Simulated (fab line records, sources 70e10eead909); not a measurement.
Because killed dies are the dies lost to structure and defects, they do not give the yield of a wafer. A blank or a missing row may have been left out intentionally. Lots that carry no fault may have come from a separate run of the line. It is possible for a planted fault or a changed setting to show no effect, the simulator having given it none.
fab line records	flow nand_harc	part 2 of 2: steps 17 to 27 of 27
record lots=5	wafers=15	last_day=24
route steps=1159 shown A_CHANNEL_HOLE_D1@472 A_CHANNEL_FILL_D1@490
lots untouched by any fault: they come from a run of this same line in which no faults occurred
start_h: start of the lot's first displayed wafer, in hours after the record's first day	wait_h: time in hours since the lot's previous step	" same as the row above	L1.1+2: one row covering several wafers at once	- no value, or no start given	* or withheld: withheld	< > ~ a bound
route shown NAME@n: a module of which the file shows steps, and the number in the route of the first	usual: mean/standard deviation of fault-free wafers	same: alike in all rows	chamber/n: place in a boat	sites: each site's reading	_std_site: standard deviation across them	_edge_site: the outer-site mean with the inner-site mean subtracted	radius_mm: how far each site lies from the wafer's centre	mask NAME#n: copy n	behind: the tool/chamber that last shaped the wafer	hold: the reason the lot was held/the length of the hold in hours/how it ended	device: transistor that didn't switch, given as n, p or np	end of line: the same wafers' tests at the end of the route	a step given without rows: its recipe and nothing more	killed: the dies lost at the first sort to structure and to defects; this is not the yield of the wafer	map: dies across one wafer; x = killed, . = not, _ = none there
set.NAME: the setting the step ran with; set.NAME@STEP: the setting that earlier step ran with	model.NAME: the simulator's own value behind a step, which no gauge read
lots at some steps of the route; a table a step, a row a wafer
services: the hour from which a tool's chamber was out of use, counted from the record's first day as start_h (under 0 if before that day), plus the number of hours and why
## steps
# step NHARC_A_CHANNEL_HOLE_D1_XSEM_31
# recipe landing_energy_ev=35000
# usual bot_cd_nm=74.8/1.1	bow_nm=8.64/0.3	tilt_deg=0.07/0.05
lot.wafer	tool	chamber	start_h	wait_h	bot_cd_nm	bow_nm	tilt_deg
L074.1	xsem-01	0	194.51	0.1	73.5	8.22	0.10
L074.4	"	0	"	"	73.3	8.28	0.10
L074.6	"	0	"	"	73.5	8.21	0.10
L075.1	xsem-02	0	194.68	0.1	73.9	9.03	-0.01
L075.3	"	0	"	"	74.5	9.12	-0.01
L075.4	"	0	"	"	75.5	9.02	-0.01
L076.3	xsem-02	0	198.84	0.1	72.6	8.79	0.06
L076.4	"	0	"	"	73.4	8.75	0.06
L076.5	"	0	"	"	75.9	8.78	0.06
L092.3	xsem-02	0	290.83	0.1	75.4	8.15	0.01
L092.5	"	0	"	"	76.1	8.19	0.01
L092.6	"	0	"	"	76.4	8.11	0.02
L097.3	xsem-02	0	317.48	0.1	75.4	9.02	0.13
L097.5	"	0	"	"	75.7	9.00	0.13
L097.6	"	0	"	"	76.1	9.03	0.13
# step NHARC_A_CHANNEL_HOLE_D1_INSPECT_40
# usual raw_defect_count=60/15
lot.wafer	tool	chamber	start_h	wait_h	raw_defect_count
L074.1	defect_inspect-01	-	194.62	-	85
L074.4	"	-	"	"	53
L074.6	"	-	"	"	50
L075.1	defect_inspect-01	-	194.77	-	43
L075.3	"	-	"	"	63
L075.4	"	-	"	"	48
L076.3	defect_inspect-01	-	198.93	-	81
L076.4	"	-	"	"	76
L076.5	"	-	"	"	71
L092.3	defect_inspect-02	-	290.92	-	42
L092.5	"	-	"	"	33
L092.6	"	-	"	"	71
L097.3	defect_inspect-02	-	317.57	-	66
L097.5	"	-	"	"	71
L097.6	"	-	"	"	59
# step NHARC_A_CHANNEL_FILL_D1_PRECLEAN_00
# recipe time_s=*	temp_c=50	bath_age_min=0	chemistry=SC1
# usual temp_c=49.99/0.12
# same bath_age_min=0	time_s=*
lot.wafer	tool	chamber	start_h	wait_h	temp_c
L074.4	wet_bench-03	1	194.67	0.0	49.85
L074.1	"	2	"	"	50.06
L074.6	"	5	"	"	50.04
L075.3	wet_bench-06	7	194.84	0.1	49.86
L075.1	"	0	"	"	49.92
L075.4	"	1	"	"	50.15
L076.3	wet_bench-03	6	198.99	0.1	50.09
L076.5	"	0	"	"	49.87
L076.4	"	2	"	"	50.25
L092.6	wet_bench-03	5	290.98	0.1	49.97
L092.5	"	0	"	"	50.12
L092.3	"	1	"	"	49.80
L097.5	wet_bench-06	4	317.62	0.1	50.07
L097.6	"	6	"	"	49.98
L097.3	"	7	"	"	49.88
# step NHARC_A_CHANNEL_FILL_D1_SRD_01
lot.wafer	tool	chamber	start_h	wait_h
L074.4+1+6	wet_bench-03	1,2,5	-	-
L075.3+1+4	wet_bench-06	7,0,1	194.89	0.0
L076.3+5+4	wet_bench-03	6,0,2	-	-
L092.6+5+3	wet_bench-03	5,0,1	-	-
L097.5+6+3	wet_bench-06	4,6,7	-	-
# step NHARC_A_CHANNEL_FILL_D1_ALD_02
# recipe target_thk_a=60	pulse_time_s=10	ald_cycles=60	temp_c=300	material=SiO2
# usual heater_power_w=478/35	precursor_pulse_height_rel=1.001/0.022
lot.wafer	tool	chamber	start_h	wait_h	heater_power_w	precursor_pulse_height_rel
L074.1	ald_hk-02	3	194.88	-	482	1.004
L074.4	"	1	"	"	537	1.005
L074.6	"	2	"	"	475	0.974
L075.4	ald_hk-03	1	195.01	0.1	467	0.949
L075.3	"	2	"	"	499	0.998
L075.1	"	3	"	"	502	0.977
L076.4	ald_hk-03	3	199.28	-	511	1.044
L076.3	"	0	"	"	466	0.998
L076.5	"	2	"	"	516	0.981
L092.3	ald_hk-04	3	291.20	-	465	0.978
L092.5	"	2	"	"	482	1.002
L092.6	"	3	"	"	478	0.982
L097.3	ald_hk-02	2	317.99	-	453	1.030
L097.5	"	3	"	"	463	0.984
L097.6	"	0	"	"	425	1.030
# step NHARC_A_CHANNEL_FILL_D1_ALD_03
# recipe target_thk_a=60	pulse_time_s=60	ald_cycles=58	temp_c=630	pressure_torr=2	material=SiNx
# usual precursor_pulse_height_rel=1.000/0.02
lot.wafer	tool	chamber	start_h	wait_h	precursor_pulse_height_rel
L074.1	ald_sin_batch-01	0	-	-	1.013
L074.4	"	0	"	"	0.982
L074.6	"	0	"	"	1.011
L075.1	ald_sin_batch-01	0	-	-	0.972
L075.3	"	0	"	"	0.986
L075.4	"	0	"	"	1.012
L076.3	ald_sin_batch-01	0	-	-	1.006
L076.4	"	0	"	"	1.011
L076.5	"	0	"	"	1.008
L092.3	ald_sin_batch-02	0	-	-	0.991
L092.5	"	0	"	"	1.009
L092.6	"	0	"	"	0.992
L097.3	ald_sin_batch-02	0	-	-	0.984
L097.5	"	0	"	"	0.998
L097.6	"	0	"	"	1.032
# step NHARC_A_CHANNEL_FILL_D1_ALD_14
# recipe target_thk_a=25	pulse_time_s=10	ald_cycles=25	temp_c=300	material=SiO2
# usual heater_power_w=474/36	precursor_pulse_height_rel=1.004/0.023
lot.wafer	tool	chamber	start_h	wait_h	heater_power_w	precursor_pulse_height_rel
L075.3	ald_hk-03	1	201.84	0.0	478	0.992
L075.4	"	2	"	"	509	0.991
L075.1	"	0	"	"	475	1.016
L074.4	ald_hk-03	1	202.10	0.3	461	0.979
L074.1	"	3	"	"	498	1.036
L074.6	"	1	"	"	481	0.961
L076.3	ald_hk-04	3	207.20	1.3	440	1.033
L076.4	"	2	"	"	497	1.013
L076.5	"	3	"	"	463	0.993
L092.3	ald_hk-03	0	298.09	0.3	453	1.009
L092.5	"	0	"	"	471	1.013
L092.6	"	1	"	"	462	1.043
L097.3	ald_hk-02	1	324.88	0.2	506	1.054
L097.6	"	2	"	"	451	0.954
L097.5	"	3	"	"	469	1.048
# step NHARC_A_CHANNEL_FILL_D1_ALD_15
# recipe target_thk_a=20	pulse_time_s=60	ald_cycles=19	temp_c=630	pressure_torr=2	material=SiNx
# usual precursor_pulse_height_rel=1.000/0.02
lot.wafer	tool	chamber	start_h	wait_h	precursor_pulse_height_rel
L074.1	ald_sin_batch-02	0	-	-	1.005
L074.4	"	0	"	"	0.965
L074.6	"	0	"	"	0.971
L075.1	ald_sin_batch-02	0	-	-	0.974
L075.3	"	0	"	"	0.999
L075.4	"	0	"	"	0.987
L076.3	ald_sin_batch-03	0	-	-	1.003
L076.4	"	0	"	"	1.009
L076.5	"	0	"	"	0.994
L092.3	ald_sin_batch-01	0	-	-	1.027
L092.5	"	0	"	"	0.993
L092.6	"	0	"	"	0.981
L097.3	ald_sin_batch-02	0	-	-	0.991
L097.5	"	0	"	"	1.038
L097.6	"	0	"	"	0.995
# step NHARC_A_CHANNEL_FILL_D1_ALD_16
# recipe target_thk_a=15	pulse_time_s=10	ald_cycles=15	temp_c=300	material=SiO2
# usual heater_power_w=473/36	precursor_pulse_height_rel=0.999/0.019
lot.wafer	tool	chamber	start_h	wait_h	heater_power_w	precursor_pulse_height_rel
L075.1	ald_hk-04	3	207.42	0.5	459	0.973
L075.3	"	0	"	"	470	0.956
L075.4	"	1	"	"	394	1.035
L074.1	ald_hk-04	2	207.58	0.6	499	0.998
L074.4	"	1	"	"	393	0.990
L074.6	"	2	"	"	495	0.983
L076.4	ald_hk-02	0	212.29	0.2	430	0.987
L076.3	"	1	"	"	515	1.001
L076.5	"	3	"	"	486	1.034
L092.3	ald_hk-03	3	304.96	2.0	512	1.000
L092.6	"	3	"	"	515	0.978
L092.5	"	0	"	"	467	1.023
L097.3	ald_hk-04	0	333.95	4.0	489	1.004
L097.5	"	2	"	"	486	1.024
L097.6	"	3	"	"	470	1.011
# step NHARC_A_CHANNEL_FILL_D1_ANNEAL_17
# recipe temp_c=850	time_s=1800
# usual zone_power_centre_pct=17.5/2
# same time_s=1800
lot.wafer	tool	chamber	start_h	wait_h	zone_power_centre_pct
L074.1	furnace-05	0	210.59	-	18.7
L074.4	"	0	"	"	18.6
L074.6	"	0	"	"	18.7
L075.1	furnace-05	0	210.59	-	18.6
L075.3	"	0	"	"	19.0
L075.4	"	0	"	"	18.9
L076.3	furnace-05	0	215.29	-	19.1
L076.4	"	0	"	"	19.1
L076.5	"	0	"	"	18.9
L092.3	furnace-05	0	305.77	-	18.6
L092.5	"	0	"	"	19.1
L092.6	"	0	"	"	19.1
L097.3	furnace-05	0	337.06	-	18.9
L097.5	"	0	"	"	18.9
L097.6	"	0	"	"	19.1
# step NHARC_A_CHANNEL_FILL_D1_CVD_18
# recipe target_thk_a=30	temp_c=550	material=poly-Si
# usual zone_power_centre_pct=8.5/0.38
lot.wafer	tool	chamber	start_h	wait_h	zone_power_centre_pct
L074.1	lpcvd_poly-03	0	217.12	-	8.5
L074.4	"	0	"	"	8.5
L074.6	"	0	"	"	8.5
L075.1	lpcvd_poly-03	0	217.12	-	8.5
L075.3	"	0	"	"	8.3
L075.4	"	0	"	"	8.6
L076.3	lpcvd_poly-02	0	221.76	-	8.8
L076.4	"	0	"	"	8.8
L076.5	"	0	"	"	8.8
L092.3	lpcvd_poly-02	0	312.29	-	8.8
L092.5	"	0	"	"	8.9
L092.6	"	0	"	"	9.1
L097.3	lpcvd_poly-02	0	343.46	-	8.8
L097.5	"	0	"	"	8.9
L097.6	"	0	"	"	8.9
## services
tool	chamber	start_h	hours	kind
wet_bench-05	-	185.22	1.9	repair
ald_hk-04	-	186.00	10.0	pm
wet_bench-05	-	196.80	8.0	pm
rie_diel-13	1	213.05	1.9	repair
wet_bench-01	-	213.60	8.0	pm
rie_diel-03	-	215.42	9.0	pm
ald_sin_batch-01	-	220.61	4.6	repair
rie_diel-03	3	241.81	5.2	repair
wet_bench-04	-	248.69	1.9	repair
wet_bench-04	-	251.42	4.9	repair
rie_diel-13	-	276.00	9.0	pm
rie_diel-13	1	296.23	14.9	repair
rie_diel-13	2	300.98	4.1	repair
xsem-02	-	302.00	14.0	pm
wet_bench-06	-	305.60	8.0	pm
har_etch-01	-	306.56	17.0	pm
har_etch-01	0	306.56	17.0	vent_cycle
har_etch-01	1	306.56	17.0	vent_cycle
ald_sin_batch-03	-	314.00	26.0	pm
wet_bench-03	-	322.40	8.0	pm
har_etch-01	0	323.56	-	clean
har_etch-01	0	323.56	-	consumable_replace:focus_ring
rie_diel-03	0	331.52	132.0	repair
wet_bench-04	-	339.20	8.0	pm
